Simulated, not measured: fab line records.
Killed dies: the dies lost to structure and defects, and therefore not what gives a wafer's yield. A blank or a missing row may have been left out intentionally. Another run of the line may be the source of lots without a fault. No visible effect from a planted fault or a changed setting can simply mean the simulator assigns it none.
A lot that was struck, set against a sound lot + flow nandHarc + 14 steps out of a route of 1302
Sound: wafers L842.1, L842.2, L842.6. Struck: wafer L852.1. (L852.4, L852.6 of the same lot were not struck and are left out.) The cause comes at the end.
At each step with rows: each side's tool, then ch and its chambers, then its first start. Under that, the readings that differ: sound wafers + struck wafers + difference of the means + sigmas: that difference in standard deviations of wafers without a fault.
alike: a reading whose means differ by less than 2 such deviations, as well as words and numbers matching on both sides. not compared: withheld readings; readings where some wafer has no value; bounds like >300 that might hide an equal value; numbers whose values overlap and for which the record gives no deviation.
The two part at a step that has a row with sigmas, a row that says differs or no value, or rows on one side only. Numbers that have no deviation but don't overlap get no sigmas and don't part them. A reading that every wafer of one side lacks parts them only if that side has two wafers or more.

first, 3 steps without rows for these wafers: NHARC_A_SLIT_EXPOSE_06 (exposes mask SLIT); NHARC_A_SLIT_PEB_07 (peb time 65 s); NHARC_A_SLIT_DEVELOP_08 (develop time 35 s).
NHARC_A_SLIT_CD_MEAS_09: the cd target is 300 nm.
  sound on cdSem-01 ch 0, day 20 02:41; struck on cdSem-01 ch 0, day 24 00:11
  alike: cdNm
NHARC_A_SLIT_OVL_MEAS_10:
  sound on overlay-01 at day 20 02:47; struck on overlay-02 at day 24 00:17
  alike: overlayXNm, overlayYNm
NHARC_A_SLIT_INSPECT_11:
  sound on defectInspect-02 at day 20 02:49; struck on defectInspect-02 at day 24 00:19
  alike: rawDefectCount
NHARC_A_SLIT_DESCUM_14: chemistry O2, time 3 s.
  sound on rieDiel-13 ch 2,3, day 20 02:53; struck on rieDiel-13 ch 3, day 24 00:33
  alike: drypumpMotorCurrentA, oesProductAu, rfVppV, showerheadPlenumPTorr, throttleValvePct
  not compared: rfHoursCounterH
then, 1 step without rows for these wafers: NHARC_A_SLIT_ETCH_24 (etches the open film in CF4/CHF3, target depth 121 nm, time 60.5 s).
NHARC_A_SLIT_ETCH_15: etches the open film in O2/COS, target depth 6200 nm, time 1612 s.
  sound: rieDiel-13 ch 0,3; struck: rieDiel-13 ch 2
| reading             | sound             | struck | difference | sigmas |
|---------------------|-------------------|--------|------------|--------|
| oesProductAu (a.u.) | 0.976 0.996 0.995 | 1.014  | +0.025     | +2     |
  alike: drypumpMotorCurrentA, rfVppV, showerheadPlenumPTorr, throttleValvePct
  not compared: rfHoursCounterH
NHARC_A_SLIT_ETCH_17: etches the open film in C4F8/O2/Ar, time 4254.5 s, target depth 20300 nm.
  sound on harEtch-01 ch 0,1, day 20 04:23; struck on harEtch-01 ch 1, day 24 02:34
  alike: c4f8FlowSccm, drypumpMotorCurrentA, heBacksideLeakSccm, showerheadPlenumPTorr, throttleValvePct
  not compared: rfHoursCounterH
NHARC_A_SLIT_ETCH_26: etches the open film in C4F8/O2/Ar, time 90 s, target depth 400 nm.
  sound on harEtch-01 ch 0,1, day 20 07:57; struck on harEtch-01 ch 1, day 24 05:38
  alike: c4f8FlowSccm, drypumpMotorCurrentA, heBacksideLeakSccm, showerheadPlenumPTorr, throttleValvePct
  not compared: rfHoursCounterH
then, 1 step without rows for these wafers: NHARC_A_SLIT_STRIP_28 (strips in O2/COS).
NHARC_A_SLIT_ETCH_29: etches the open film in CF4/O2, target depth 100 nm, overetch 10 nm, time 55 s.
  sound on rieDiel-08 ch 0,3, day 20 08:50; struck on rieDiel-08 ch 0, day 24 06:30
| reading             | sound             | struck | difference | sigmas |
|---------------------|-------------------|--------|------------|--------|
| oesProductAu (a.u.) | 1.013 0.994 1.010 | 0.906  | -0.100     | -8     |
  alike: drypumpMotorCurrentA, rfVppV, showerheadPlenumPTorr, throttleValvePct
  not compared: rfHoursCounterH
NHARC_A_SLIT_STRIP_18: strips in O2.
  sound: rieDiel-08 ch 0,1,2; struck: rieDiel-08 ch 1
  alike: drypumpMotorCurrentA, oesProductAu, rfVppV, showerheadPlenumPTorr, throttleValvePct
  not compared: rfHoursCounterH

== WHERE THEY PART ==
At NHARC_A_SLIT_ETCH_15 first; at NHARC_A_SLIT_ETCH_29 last (within this record only). Later steps at which nothing parts them and some readings are alike: NHARC_A_SLIT_STRIP_18.

WHY: whatever the simulator had introduced
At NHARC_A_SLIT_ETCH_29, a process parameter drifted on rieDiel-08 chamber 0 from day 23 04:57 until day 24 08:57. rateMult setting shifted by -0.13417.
